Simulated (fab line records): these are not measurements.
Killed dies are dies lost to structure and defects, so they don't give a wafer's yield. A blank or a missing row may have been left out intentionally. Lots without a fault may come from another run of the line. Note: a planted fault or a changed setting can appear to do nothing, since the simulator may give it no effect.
Which tool was responsible? + flow n5Finfet + 21 lots with 63 wafers sampled at 3 steps, on a route of 1938 steps

## WHAT THE GAUGES SHOWED, per wafer
N5_HKMG_FIN_OVL_MEAS_50. Usual: for NDIPOLE_OVL the level is 0.0 nm and the standard deviation is 0.86.
| lot  | measured    | on         | NDIPOLE_OVL (nm) | flag |
|------|-------------|------------|------------------|------|
| L074 | day 4 01:40 | overlay-01 | 1.7 0.6 0.3      |      |
| L075 | day 4 12:08 | overlay-01 | -0.8 0.6 0.9     |      |
| L076 | day 4 18:49 | overlay-01 | 0.1 0.1 -0.4     |      |
| L077 | day 4 19:10 | overlay-02 | 0.0 -1.0 -1.1    |      |
| L078 | day 5 05:32 | overlay-02 | -1.4 -0.4 -1.0   |      |
| L079 | day 5 09:58 | overlay-01 | -1.0 -1.3 -0.7   |      |
| L080 | day 5 17:21 | overlay-02 | 1.8 0.7 0.1      |      |
| L083 | day 6 07:34 | overlay-01 | 0.1 -0.2 1.7     |      |
| L082 | day 6 09:20 | overlay-02 | 1.7 1.8 1.6      |      |
| L084 | day 6 16:25 | overlay-01 | 0.8 -0.8 -0.1    |      |
| L086 | day 7 04:14 | overlay-01 | 0.0 -0.2 -0.1    |      |
| L087 | day 7 05:19 | overlay-01 | -1.1 0.2 0.8     |      |
| L088 | day 7 13:13 | overlay-02 | -0.5 0.2 1.1     |      |
| L089 | day 7 16:55 | overlay-01 | -1.4 0.2 0.3     |      |
| L090 | day 8 04:41 | overlay-01 | 0.6 1.6 0.8      |      |
| L091 | day 8 05:54 | overlay-02 | 0.2 0.3 0.5      |      |
| L092 | day 8 12:50 | overlay-02 | 1.2 -1.0 0.5     |      |
| L093 | day 8 19:02 | overlay-01 | -2.0 -2.3 -1.2   |      |
| L094 | day 8 23:41 | overlay-01 | 0.2 -0.3 0.4     |      |
| L095 | day 9 05:38 | overlay-02 | -0.6 -0.7 -0.5   |      |
| L096 | day 9 13:30 | overlay-02 | -0.3 -0.3 0.1    |      |

## WHICH TOOL RAN EACH LOT (tool, then ch and the chambers of the sampled wafers, then the start)
| lot  | N5_DUMMY_REMOVAL_HM_STRIP_01     | N5_DUMMY_REMOVAL_STRIP_10        |
|------|----------------------------------|----------------------------------|
| L074 | rieDiel-05 ch 0,1, day 4 00:08   | rieDiel-05 ch 0,1, day 4 00:11   |
| L075 | rieDiel-02 ch 0,1,3, day 4 10:33 | rieDiel-02 ch 0,1,3, day 4 10:35 |
| L076 | rieDiel-04 ch 0,3, day 4 17:25   | rieDiel-04 ch 0,3, day 4 17:28   |
| L077 | rieDiel-02 ch 1,3, day 4 17:40   | rieDiel-02 ch 1,3, day 4 17:43   |
| L078 | rieDiel-04 ch 0,2, day 5 03:59   | rieDiel-04 ch 0,2, day 5 04:01   |
| L079 | rieDiel-02 ch 0,1,3, day 5 08:23 | rieDiel-02 ch 0,1,3, day 5 08:25 |
| L080 | rieDiel-02 ch 0,3, day 5 15:48   | rieDiel-02 ch 0,3, day 5 15:50   |
| L083 | rieDiel-04 ch 2,3, day 6 06:01   | rieDiel-04 ch 2,3, day 6 06:04   |
| L082 | rieDiel-02 ch 0,1, day 6 07:45   | rieDiel-02 ch 0,1, day 6 07:47   |
| L084 | rieDiel-02 ch 0,1,3, day 6 14:53 | rieDiel-02 ch 0,1,3, day 6 14:55 |
| L086 | rieDiel-05 ch 0,3, day 7 02:40   | rieDiel-05 ch 0,3, day 7 02:41   |
| L087 | rieDiel-02 ch 0,1, day 7 03:55   | rieDiel-02 ch 0,1, day 7 03:57   |
| L088 | rieDiel-05 ch 0,1, day 7 11:47   | rieDiel-05 ch 0,1, day 7 11:49   |
| L089 | rieDiel-05 ch 0,2,3, day 7 15:20 | rieDiel-05 ch 0,2,3, day 7 15:22 |
| L090 | rieDiel-04 ch 1,3, day 8 03:04   | rieDiel-04 ch 1,3, day 8 03:07   |
| L091 | rieDiel-05 ch 0,2,3, day 8 04:29 | rieDiel-05 ch 0,2,3, day 8 04:31 |
| L092 | rieDiel-04 ch 0,2,3, day 8 11:19 | rieDiel-04 ch 0,2,3, day 8 11:21 |
| L093 | rieDiel-04 ch 0,1,2, day 8 17:31 | rieDiel-04 ch 0,1,2, day 8 17:33 |
| L094 | rieDiel-04 ch 0,1,2, day 8 22:15 | rieDiel-04 ch 0,1,2, day 8 22:17 |
| L095 | rieDiel-02 ch 0,1, day 9 04:11   | rieDiel-02 ch 0,1, day 9 04:14   |
| L096 | rieDiel-02 ch 0,1, day 9 12:02   | rieDiel-02 ch 0,1, day 9 12:05   |
- N5_DUMMY_REMOVAL_HM_STRIP_01: strips SiNx in CH3F/O2, stops on poly-Si, target depth 4 nm, time 6.8 s.
- N5_DUMMY_REMOVAL_STRIP_10: strips in N2/H2, time 40 s.

## AS READ BY THE TOOLS THEMSELVES (means over the sampled wafers that have a number; for cases with no such wafer, the mark the record gives instead)
N5_DUMMY_REMOVAL_HM_STRIP_01. Usual: drypumpMotorCurrentA 5.8 A, standard deviation 0.43; oesProductAu 0.63 a.u., standard deviation 0.075; rfVppV 127.5 V, standard deviation 1; showerheadPlenumPTorr 2.00 Torr, standard deviation 0.069; throttleValvePct 16.46 %, standard deviation 0.25.
| lot  | tool       | drypumpMotorCurrentA (A) | oesProductAu (a.u.) | rfVppV (V) | showerheadPlenumPTorr (Torr) | throttleValvePct (%) | flag |
|------|------------|--------------------------|---------------------|------------|------------------------------|----------------------|------|
| L074 | rieDiel-05 | 5.3                      | 0.70                | 128.0      | 2.01                         | 16.48                |      |
| L075 | rieDiel-02 | 6.0                      | 0.57                | 128.7      | 1.97                         | 16.60                |      |
| L076 | rieDiel-04 | 5.4                      | 0.75                | 127.6      | 2.01                         | 16.07                |      |
| L077 | rieDiel-02 | 6.1                      | 0.57                | 126.9      | 1.91                         | 16.57                |      |
| L078 | rieDiel-04 | 5.4                      | 0.62                | 126.8      | 1.98                         | 16.28                |      |
| L079 | rieDiel-02 | 6.0                      | 0.56                | 127.1      | 1.97                         | 16.61                |      |
| L080 | rieDiel-02 | 6.0                      | 0.56                | 127.1      | 2.03                         | 16.64                |      |
| L083 | rieDiel-04 | 5.3                      | 0.62                | 128.0      | 2.05                         | 16.28                |      |
| L082 | rieDiel-02 | 6.2                      | 0.56                | 127.3      | 2.00                         | 16.65                |      |
| L084 | rieDiel-02 | 6.0                      | 0.56                | 127.2      | 1.96                         | 16.64                |      |
| L086 | rieDiel-05 | 5.3                      | 0.64                | 128.2      | 2.05                         | 16.72                |      |
| L087 | rieDiel-02 | 6.2                      | 0.55                | 127.3      | 1.93                         | 16.63                |      |
| L088 | rieDiel-05 | 5.3                      | 0.67                | 127.4      | 2.00                         | 16.52                |      |
| L089 | rieDiel-05 | 5.6                      | 0.64                | 128.1      | 2.05                         | 16.62                |      |
| L090 | rieDiel-04 | 6.1                      | 0.72                | 128.6      | 2.03                         | 16.23                |      |
| L091 | rieDiel-05 | 5.6                      | 0.64                | 128.4      | 2.04                         | 16.62                |      |
| L092 | rieDiel-04 | 5.3                      | 0.72                | 128.0      | 2.01                         | 16.10                |      |
| L093 | rieDiel-04 | 5.7                      | 0.71                | 127.6      | 2.00                         | 16.18                |      |
| L094 | rieDiel-04 | 5.7                      | 0.70                | 127.7      | 2.00                         | 16.18                |      |
| L095 | rieDiel-02 | 6.2                      | 0.55                | 126.9      | 1.93                         | 16.66                |      |
| L096 | rieDiel-02 | 6.2                      | 0.55                | 127.9      | 1.99                         | 16.70                |      |

N5_DUMMY_REMOVAL_STRIP_10. Usual: drypumpMotorCurrentA 5.8 A, standard deviation 0.43; h2FlowSccm 300.1 sccm, standard deviation 0.85; oesProductAu 0.77 a.u., standard deviation 0.099; rfVppV 45.3 V, standard deviation 0.81; showerheadPlenumPTorr 3.38 Torr, standard deviation 0.095; throttleValvePct 12.4 %, standard deviation 0.3.
| lot  | tool       | drypumpMotorCurrentA (A) | h2FlowSccm (sccm) | oesProductAu (a.u.) | rfVppV (V) | showerheadPlenumPTorr (Torr) | throttleValvePct (%) | flag |
|------|------------|--------------------------|-------------------|---------------------|------------|------------------------------|----------------------|------|
| L074 | rieDiel-05 | 5.3                      | 300.1             | 0.86                | 45.7       | 3.38                         | 12.2                 |      |
| L075 | rieDiel-02 | 6.0                      | 299.7             | 0.70                | 45.3       | 3.35                         | 12.6                 |      |
| L076 | rieDiel-04 | 5.4                      | 300.1             | 0.94                | 45.8       | 3.40                         | 12.0                 |      |
| L077 | rieDiel-02 | 6.1                      | 300.5             | 0.69                | 44.5       | 3.26                         | 12.6                 |      |
| L078 | rieDiel-04 | 5.4                      | 300.0             | 0.76                | 45.3       | 3.35                         | 12.3                 |      |
| L079 | rieDiel-02 | 6.0                      | 300.4             | 0.70                | 45.6       | 3.34                         | 12.6                 |      |
| L080 | rieDiel-02 | 5.9                      | 299.3             | 0.70                | 45.7       | 3.42                         | 12.6                 |      |
| L083 | rieDiel-04 | 5.3                      | 299.9             | 0.77                | 45.1       | 3.47                         | 12.2                 |      |
| L082 | rieDiel-02 | 6.1                      | 300.3             | 0.69                | 45.6       | 3.37                         | 12.5                 |      |
| L084 | rieDiel-02 | 6.0                      | 299.3             | 0.68                | 44.9       | 3.34                         | 12.6                 |      |
| L086 | rieDiel-05 | 5.3                      | 299.6             | 0.79                | 46.1       | 3.44                         | 12.5                 |      |
| L087 | rieDiel-02 | 6.2                      | 299.3             | 0.68                | 45.6       | 3.28                         | 12.6                 |      |
| L088 | rieDiel-05 | 5.3                      | 300.3             | 0.83                | 45.8       | 3.36                         | 12.3                 |      |
| L089 | rieDiel-05 | 5.6                      | 300.1             | 0.79                | 44.7       | 3.44                         | 12.5                 |      |
| L090 | rieDiel-04 | 6.1                      | 300.1             | 0.90                | 44.9       | 3.42                         | 12.0                 |      |
| L091 | rieDiel-05 | 5.6                      | 300.2             | 0.77                | 44.9       | 3.44                         | 12.5                 |      |
| L092 | rieDiel-04 | 5.4                      | 300.3             | 0.89                | 46.0       | 3.39                         | 12.0                 |      |
| L093 | rieDiel-04 | 5.7                      | 300.4             | 0.87                | 45.4       | 3.38                         | 12.1                 |      |
| L094 | rieDiel-04 | 5.7                      | 300.3             | 0.87                | 45.7       | 3.38                         | 12.1                 |      |
| L095 | rieDiel-02 | 6.2                      | 298.7             | 0.67                | 45.5       | 3.27                         | 12.6                 |      |
| L096 | rieDiel-02 | 6.2                      | 300.0             | 0.67                | 45.1       | 3.35                         | 12.6                 |      |

## THE ANSWER, worked out from the rows above alone
Rule: lot off if the mean of its wafers having a number is beyond 3 standard deviations from the usual mean. A lot without any number at a reading at which 4 lots or more have one is off too. All remaining lots with rows at the step are treated as sound. First the gauges in route order, then the tools' own readings, where a lot's mean is used as printed above. The first step at which some lot is off is used, and at that step the reading that is off furthest; a lot without a number counts as furthest.
No lot is off on any of the readings shown, so nothing can be concluded from this.

## WHAT HAD BEEN PUT IN BY THE SIMULATOR
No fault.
